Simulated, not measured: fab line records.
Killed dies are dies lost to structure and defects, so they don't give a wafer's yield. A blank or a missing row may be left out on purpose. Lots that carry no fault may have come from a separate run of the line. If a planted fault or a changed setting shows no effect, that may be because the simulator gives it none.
A struck lot beside a sound one / flow n5Finfet / 38 steps out of a route of 1938
Sound: wafers L807.2, L807.3, L807.5. Wafers L797.1, L797.2, L797.6 were the ones struck. The cause is given at the end.
Each step with rows lists, per side, the tool, then ch with its chambers, then its first start. Under that, the readings that differ: sound wafers / struck wafers / difference of the means / sigmas: that difference in standard deviations of wafers without a fault.
alike: same words and numbers on both sides, and readings whose means sit less than 2 such deviations apart. not compared: any withheld reading, any reading some wafer has no value for, any bound like >300 that may hide the same value, and any number with overlapping values for which the record gives no deviation.
The two part at a step that has a row with sigmas, a row that says differs or no value, or rows on one side only. Numbers that don't overlap but have no deviation are shown without sigmas and don't part them. A reading that every wafer of one side lacks parts them only if that side has two wafers or more.

first, 12 steps without rows for these wafers: N5_SD_EPI_P_STRIP_38 (strips in N2/H2); N5_SD_EPI_P_ETCHBACK_46 (etches SiNx in CH3F/O2, stops on SiO2, target depth 17.5 nm); N5_SD_EPI_P_ETCH_47 (etches SiOCN in CH3F/O2, target depth 25 nm); N5_SD_EPI_P_ETCH_16 (etches SiO2 in CHF3/O2, target depth 5 nm); N5_SD_EPI_P_STRIP_50 (strips in CHF3/O2); N5_SD_EPI_P_SD_RECESS_17 (chemistry HBr/Cl2/O2, target depth 39.1 nm, bt time 3 s); N5_SD_EPI_P_WET_ETCH_45 (etches SiO2 in dHF, time 10.7 s, target depth 2 nm, rinse time 30 s); N5_SD_EPI_P_STRIP_40 (strips in N2/H2); N5_SD_EPI_P_PRECLEAN_52 (cleans in O3/DIW, time 60 s); N5_SD_EPI_P_SRD_20 (time 30 s); N5_SD_EPI_P_PRECLEAN_51 (cleans in NF3:NH3, afs cycles 1, time 20 s, sublimation time 60 s); N5_SD_EPI_P_VAPOR_ETCH_44 (etches SiGe30 in NF3/Ar, time 3.3 s).
N5_SD_EPI_P_EPI_21: deposits SiGe:B, time 355 s.
  sound on epiRpcvd-04 ch 0, day 8 14:24; struck on epiRpcvd-01 ch 0, day 6 06:38
reading=epiGrowthTimeS (s); sound=355 355 355; struck=236.19 236.19 236.19; difference=-118.81; sigmas=
reading=model.SiGe-B_of_SD_EPI_P_EPI_21.thkNm (nm); sound=61.2 61.6 61.2; struck=43 43.8 43.6; difference=-18; sigmas=
N5_SD_EPI_P_EPI_MEAS_23:
  sound on filmMetro-01 at day 8 16:14; struck on filmMetro-01 at day 6 08:50
reading=thkNm (nm); sound=60.6 61.0 60.9; struck=43.9 45.6 44.5; difference=-16.2; sigmas=-12
then, 8 steps without rows for these wafers: N5_SD_EPI_P_HM_STRIP_48 (strips SiNx in H3PO4, material SiNx, target depth 3 nm); N5_SD_EPI_P_SRD_49 (time 30 s); N5_SD_EPI_P_PRECLEAN_24 (cleans in O3/DIW, time 45 s); N5_SD_EPI_P_PRECLEAN_32 (cleans in dHF, time 10 s); N5_SD_EPI_P_PRECLEAN_33 (cleans in SC2, time 45 s); N5_SD_EPI_P_SRD_25 (time 30 s); N5_SD_ACTIVATION_RTA_00 (time 0 s); N5_SD_ACTIVATION_LSA_01 (time 0.0008 s).
N5_SD_ACTIVATION_RS_MEAS_03: uses a four-point probe to measure.
  sound on filmMetro-01 at day 8 16:59; struck on filmMetro-01 at day 6 09:26
reading=RS_SD_P (ohm/sq); sound=55.2 55.1 55.7; struck=79.7 79.1 78.5; difference=+23.8; sigmas=+26
  alike: RS_SD_N
then, 12 steps without rows for these wafers: N5_ILD0_LINER_00 (material SiNx, target thk 4 nm, pulse time 1 s, purge time 2 s); N5_ILD0_FCVD_FILL_01 (material SiO2 flowable, target thk 200 nm, time 328.3 s); N5_ILD0_CURE_02 (time 1800 s); N5_ILD0_CMP_03 (polishes, stops on SiNx, t overpolish 1.9 s, target thk 197.38 nm); N5_ILD0_CMP_07 (polishes SiO2 flowable, stops on poly-Si, t overpolish 1.18 s, target thk 138.88 nm); N5_ILD0_PRECLEAN_10 (cleans in NF3:NH3, afs cycles 5, time 20 s, sublimation time 60 s); N5_ILD0_ALD_15 (deposits SiNx, target thk 24 nm, pulse time 1 s, ald cycles 480); N5_ILD0_CMP_12 (polishes SiNx, stops on poly-Si, t overpolish 6 s, target thk 17.67 nm); N5_SDB_HM_DEP_00 (deposits SiNx from SiH4/NH3/N2, target thk 40 nm, time 35.3 s); N5_SDB_COAT_03 (time 60 s, resist thk 100 nm); N5_SDB_COAT_04 (time 60 s, resist thk 18 nm); N5_SDB_COAT_05 (resist thk 90 nm).
N5_MOL_CONTACT_COAG_ETCH_110: etches Si in CF4/O2, target depth 2.5 nm, time 8 s.
  sound on rieDiel-06 ch 0,3, day 9 23:38; struck on rieDiel-06 ch 0,1,2, day 7 15:12
reading=model.SiGe-B_of_SD_EPI_P_EPI_21.thkNm (nm); sound=58.2 58.6 58.2; struck=41 41.6 41.6; difference=-17; sigmas=
  alike: drypumpMotorCurrentA, oes_f_703_au, oesProductAu, rfVppV, showerheadPlenumPTorr, throttleValvePct
  not compared: rfHoursCounterH
-- here the record skips 3 days between the struck wafers' starts before and after, leaving off in module MOL_CONTACT_COAG and picking up in module BEOL_M4 (first step shown: number 1111 of the route) --
N5_BEOL_M4_RC_MEAS_101:
  sound on prober-02 ch 0, day 13 02:27; struck on prober-01 ch 0, day 11 02:31
reading=DIBL_N (mV/V); sound=38.6 38.1 37.7; struck=34.4 33.2 35.7; difference=-3.7; sigmas=-2
reading=IOFF_P (nA/um); sound=0.28 0.25 0.25; struck=0.16 0.13 0.18; difference=-0.10; sigmas=-3
reading=ION_P (uA/um); sound=470 473 468; struck=439 427 440; difference=-35; sigmas=-4
reading=REXT_P (ohm.um); sound=96.9 98.3 98.8; struck=114.0 113.8 114.6; difference=+16.1; sigmas=+6
reading=RS_SD_P (ohm/sq); sound=65.2 63.7 65.0; struck=94.6 92.5 93.6; difference=+28.9; sigmas=+22
reading=VT_N (mV); sound=246 241 245; struck=254 255 249; difference=+9; sigmas=+3
reading=VT_P (mV); sound=-246 -246 -246; struck=-259 -261 -258; difference=-13; sigmas=-4
reading=VT_P_LVT (mV); sound=-91 -91 -91; struck=-108 -110 -107; difference=-17; sigmas=-5
  alike: DIBL_P, IOFF_N, ION_N, SS_N, SS_P
-- record jumps: 4 days separate the struck wafers' starts on either side; left off in module BEOL_M4, taken up again in module PASSIVATION, whose first shown step is the route's number 1936 --
N5_PASSIVATION_PROBE_49:
  the record has rows for the struck wafers here (prober-02, day 15 09:34) and none for the sound ones

## WHERE THEY PART
First at N5_SD_EPI_P_EPI_MEAS_23; last, within this record, at N5_PASSIVATION_PROBE_49.

WHY: what the simulator had put in
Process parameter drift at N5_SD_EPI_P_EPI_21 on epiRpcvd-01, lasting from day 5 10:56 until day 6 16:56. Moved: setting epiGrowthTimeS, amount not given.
